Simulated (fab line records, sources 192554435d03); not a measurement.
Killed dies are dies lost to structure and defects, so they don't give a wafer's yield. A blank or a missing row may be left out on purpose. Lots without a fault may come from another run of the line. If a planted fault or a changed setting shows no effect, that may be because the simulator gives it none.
Matching of chambers | flow n5Finfet | pecvd-03 running N5_BEOL_M0_SAQP_PECVD_03: 3 sister chambers
The step deposits SiCN from 3MS/NH3, target thk 12 nm, time 21.1 s. 14 wafers are shown with their chamber, then 7 later ones without.

WAFERS PAIRED WITH THEIR CHAMBERS
wafer  | chamber | showerheadPlenumPTorr (Torr) | throttleValvePct (%) | chamberPressureTorr (Torr)
L575.3 | 2       | 3.665                        | 9.11                 | 3.007
L575.5 | 2       | 3.669                        | 9.00                 | 3.008
L575.6 | 0       | 3.675                        | 8.95                 | 3.000
L581.1 | 2       | 3.666                        | 8.83                 | 2.981
L581.3 | 0       | 3.685                        | 9.37                 | 3.008
L581.6 | 2       | 3.675                        | 9.09                 | 2.994
L582.1 | 1       | 3.676                        | 8.62                 | 2.997
L582.2 | 0       | 3.677                        | 9.32                 | 2.997
L582.5 | 1       | 3.669                        | 8.77                 | 2.995
L593.1 | 1       | 3.673                        | 8.79                 | 3.004
L593.3 | 0       | 3.676                        | 9.21                 | 3.006
L593.4 | 1       | 3.665                        | 8.66                 | 3.004
L594.1 | 0       | 3.681                        | 8.97                 | 3.002
L594.4 | 1       | 3.664                        | 9.03                 | 2.996

SIGNATURES, as means of the wafers listed above
reading               | chamber 0 | chamber 1 | chamber 2 | scatter within a chamber
showerheadPlenumPTorr | 3.67880   | 3.66940   | 3.66875   | 0.00462
throttleValvePct      | 9.1640    | 8.7740    | 9.0075    | 0.166
chamberPressureTorr   | 3.00260   | 2.99920   | 2.99750   | 0.00765
Rule: distance of a wafer from a chamber = root of the sum over the readings of ((wafer's reading minus chamber's mean) / reading's scatter) squared. The wafer belongs to the nearest chamber; if the next one is less than 2 further off, it can't be placed. The scatter is the square root of a quotient: the sum, over the shown wafers, of each reading's squared deviation from its chamber's mean, divided by wafers minus chambers.

WAFERS WHOSE CHAMBER IS MISSING
wafer  | showerheadPlenumPTorr (Torr) | throttleValvePct (%) | chamberPressureTorr (Torr)
L594.6 | 3.661                        | 9.14                 | 3.005
L596.3 | 3.664                        | 8.78                 | 3.006
L596.5 | 3.668                        | 8.70                 | 2.994
L596.6 | 3.669                        | 9.35                 | 3.003
L597.1 | 3.677                        | 9.04                 | 2.998
L597.4 | 3.676                        | 9.23                 | 2.984
L597.5 | 3.678                        | 8.63                 | 3.021

EACH ONE'S CHAMBER
wafer  | from the rows above          | in truth
L594.6 | can't be placed: 2 or 1 or 0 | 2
L596.3 | can't be placed: 1 or 2      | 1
L596.5 | can't be placed: 1 or 2      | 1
L596.6 | can't be placed: 2 or 0 or 1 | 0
L597.1 | can't be placed: 0 or 2 or 1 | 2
L597.4 | can't be placed: 0 or 2 or 1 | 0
L597.5 | can't be placed: 1 or 0 or 2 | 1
0 of 7 placed correctly. Unplaceable from these rows: 7, with the true chamber sitting among the candidates in 7. Number placed wrongly: 0.
